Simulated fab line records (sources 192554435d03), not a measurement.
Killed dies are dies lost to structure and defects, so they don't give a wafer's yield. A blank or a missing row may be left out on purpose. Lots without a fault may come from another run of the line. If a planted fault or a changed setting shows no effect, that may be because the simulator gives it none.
Matching of chambers :: flow n5_finfet :: N5_ZERO_LAYER_PECVD_02 on pecvd-03 has 3 sister chambers
The step deposits SiO2 from SiH4/N2O, target thk 10 nm, time 6 s. 6 wafers are shown with their chamber, then 9 later ones without.

WAFERS WITH THEIR CHAMBER
wafer: L074.3
chamber: 2
showerhead_plenum_p_Torr (Torr): 8.16
heater_power_w (W): 905

wafer: L075.5
chamber: 2
showerhead_plenum_p_Torr (Torr): 8.13
heater_power_w (W): 861

wafer: L077.2
chamber: 1
showerhead_plenum_p_Torr (Torr): 8.08
heater_power_w (W): 714

wafer: L077.5
chamber: 1
showerhead_plenum_p_Torr (Torr): 8.10
heater_power_w (W): 734

wafer: L081.3
chamber: 0
showerhead_plenum_p_Torr (Torr): 7.97
heater_power_w (W): 913

wafer: L081.5
chamber: 0
showerhead_plenum_p_Torr (Torr): 7.97
heater_power_w (W): 928

WAFERS MISSING THEIR CHAMBER
wafer: L093.2
showerhead_plenum_p_Torr (Torr): 8.11
heater_power_w (W): 801

wafer: L093.5
showerhead_plenum_p_Torr (Torr): 8.08
heater_power_w (W): 816

wafer: L093.6
showerhead_plenum_p_Torr (Torr): 7.99
heater_power_w (W): 970

wafer: L094.1
showerhead_plenum_p_Torr (Torr): 7.99
heater_power_w (W): 958

wafer: L094.4
showerhead_plenum_p_Torr (Torr): 8.14
heater_power_w (W): 922

wafer: L094.6
showerhead_plenum_p_Torr (Torr): 7.98
heater_power_w (W): 913

wafer: L095.1
showerhead_plenum_p_Torr (Torr): 8.07
heater_power_w (W): 782

wafer: L095.3
showerhead_plenum_p_Torr (Torr): 8.00
heater_power_w (W): 938

wafer: L095.4
showerhead_plenum_p_Torr (Torr): 7.97
heater_power_w (W): 972

CHAMBER TAKEN BY EACH
wafer: L093.2
from the rows above: can't be placed: 1 or 2
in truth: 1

wafer: L093.5
from the rows above: can't be placed: 1 or 2
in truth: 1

wafer: L093.6
from the rows above: 0
in truth: 0

wafer: L094.1
from the rows above: 0
in truth: 0

wafer: L094.4
from the rows above: 2
in truth: 2

wafer: L094.6
from the rows above: 0
in truth: 0

wafer: L095.1
from the rows above: 1
in truth: 1

wafer: L095.3
from the rows above: 0
in truth: 0

wafer: L095.4
from the rows above: 0
in truth: 0
Correctly placed: 7 of 9. From these rows, 2 cannot be placed; in 2 the true chamber is one of the candidates. Number placed wrongly: 0.
How it was worked out, from the rows above alone: a wafer's distance from a chamber is the root of the sum, over the readings, of the square of ((its reading less the chamber's mean) divided by the reading's scatter). If the next closest chamber is less than 2 further off than the closest, the wafer can't be placed; otherwise it belongs to the closest. A chamber's mean is the mean of its shown wafers. How the scatter is found: for the shown wafers, subtract from each reading the mean of its chamber, square and add these, divide the total by (wafers less chambers), then take the root.
